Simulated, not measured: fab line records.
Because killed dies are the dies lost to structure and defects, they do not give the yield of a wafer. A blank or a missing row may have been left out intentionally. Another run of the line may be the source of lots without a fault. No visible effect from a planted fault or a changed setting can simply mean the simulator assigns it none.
Comparing a struck lot with a sound one / flow n5-finfet / 37 out of 1938 route steps
Sound: wafers L285.4, L285.5, L285.6. Struck: wafers L276.2, L276.3, L276.4. The cause is named last.
At each step with rows: each side's tool, then ch and its chambers, then its first start. Under that, the readings that differ: sound wafers / struck wafers / difference of the means / sigmas: that difference in standard deviations of wafers without a fault.
alike: same words and numbers on both sides, and readings whose means sit less than 2 such deviations apart. not compared: any withheld reading, any reading some wafer has no value for, any bound like >300 that may hide the same value, and any number with overlapping values for which the record gives no deviation.
A row with sigmas, a row that says differs or no value, or rows on one side alone: a step with any of these is where the two part. When numbers do not overlap yet have no deviation, they are printed without sigmas and do not part them. A reading that every wafer of one side lacks parts them only if that side has two wafers or more.

first, 9 steps without rows for these wafers: N5_BEOL_M8_SURFACE_TREAT_79; N5_BEOL_M8_CVD_78 (deposits Co from CCTBA/H2, target thk 2 nm, time 142.3 s); N5_BEOL_M8_SPUTTER_48 (material Cu, target thk 10 nm, time 1.667 s); N5_BEOL_M8_ECD_50 (material Cu, target thk 300 nm); N5_BEOL_M8_ANNEAL_51 (time 90 s); N5_BEOL_M8_CMP_52 (polishes, stops on SiCOH lowk, t overpolish 6.9 s, target thk 80 nm); N5_BEOL_M8_PRE_CLEAN_55 (time 15 s); N5_BEOL_M8_DEP_56 (deposits SiCN from 3MS/NH3, target thk 10 nm, time 17.5 s); N5_BEOL_M9_ILD_DEP_00 (deposits SiCOH lowk from DEMS/porogen, target thk 308.51 nm, time 58 s).
N5_BEOL_M9_CURE_71: cures SiCOH lowk, time 240 s.
  sound on uv-cure-02 ch 0, day 14 01:40; struck on uv-cure-03 ch 1, day 11 21:05
  no value came back on the struck wafers for lamp-power-pct (%), run-length-s (s), wafer_temp_C_max; on the sound wafers lamp-power-pct (%) reads 52.34 52.39 52.32
reading=model.SiCOH_lowk_of_BEOL_M9_ILD_DEP_00.thk-nm (nm); sound=275.4 270.2 270.4; struck=301.2 307.8 314.6; difference=+35.9; sigmas=
N5_BEOL_M9_THK_MEAS_01:
  sound on film-metro-01, day 14 01:56; struck on film-metro-01, day 11 21:31
reading=M9_ILD_THK (nm); sound=275 270 270; struck=301 308 315; difference=+36; sigmas=+10
then, 24 steps without rows for these wafers: N5_BEOL_M9_PECVD_70 (deposits SiO2 from TEOS/O2, target thk 20 nm, time 22.7 s); N5_BEOL_M9_HM_DEP_02 (deposits TiN, target thk 20 nm); N5_BEOL_M9_COAT_59 (time 60 s, resist thk 100 nm); N5_BEOL_M9_COAT_60 (time 60 s, resist thk 30 nm); N5_BEOL_M9_COAT_05 (resist thk 90 nm); N5_BEOL_M9_EBR_07; N5_BEOL_M9_SOFTBAKE_06 (time 60 s); N5_BEOL_M9_EXPOSE_08 (exposes mask M9); N5_BEOL_M9_PEB_09 (peb time 60 s); N5_BEOL_M9_DEVELOP_10 (develop time 30 s); N5_BEOL_M9_DESCUM_16 (chemistry O2, time 7.9 s); N5_BEOL_M9_ETCH_61 (etches SiARC in CF4, target depth 39 nm, time 65 s); N5_BEOL_M9_ETCH_62 (etches SOC in N2/H2, target depth 110 nm, overetch 22 nm, time 165 s); N5_BEOL_M9_STRIP_68 (strips in N2/H2); N5_BEOL_M9_STRIP_67 (strips in CF4); N5_BEOL_M9_HM_OPEN_17 (chemistry Cl2/BCl3, target TiN, target depth 20 nm, overetch 6 nm); N5_BEOL_M9_STRIP_19 (strips in O2); N5_BEOL_M9_COAT_63 (time 60 s, resist thk 60 nm); N5_BEOL_M9_COAT_64 (time 60 s, resist thk 12 nm); N5_BEOL_M9_COAT_75 (time 60 s, resist thk 5 nm); N5_BEOL_M9_COAT_22 (resist thk 30 nm); N5_BEOL_M9_EBR_24; N5_BEOL_M9_SOFTBAKE_23 (time 60 s); N5_BEOL_M9_EXPOSE_25 (exposes mask V8).
N5_BEOL_M9_CMP_52: polishes, stops on SiCOH lowk, t overpolish 7 s, target thk 140 nm.
  sound on cmp-04 ch 1,2, day 14 09:13; struck on cmp-04 ch 1,2,3, day 12 04:40
reading=model.SiCOH_lowk_of_BEOL_M9_ILD_DEP_00.thk-nm (nm); sound=272.4 267.2 267.4; struck=298.2 304.8 311.6; difference=+35.9; sigmas=
  alike: clearing-platen-rpm, motor-current-A
following that, these wafers have no rows for 1 step: N5_PASSIVATION_PROBE_49.

== WHERE THEY PART ==
At N5_BEOL_M9_CURE_71 first; at N5_BEOL_M9_THK_MEAS_01 last (within this record only). Later steps at which nothing parts them and some readings are alike: N5_BEOL_M9_CMP_52.

WHY: the cause the simulator had injected
At N5_BEOL_M9_CURE_71, the step was skipped entirely on uv-cure-03 from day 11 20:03 on. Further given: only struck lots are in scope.
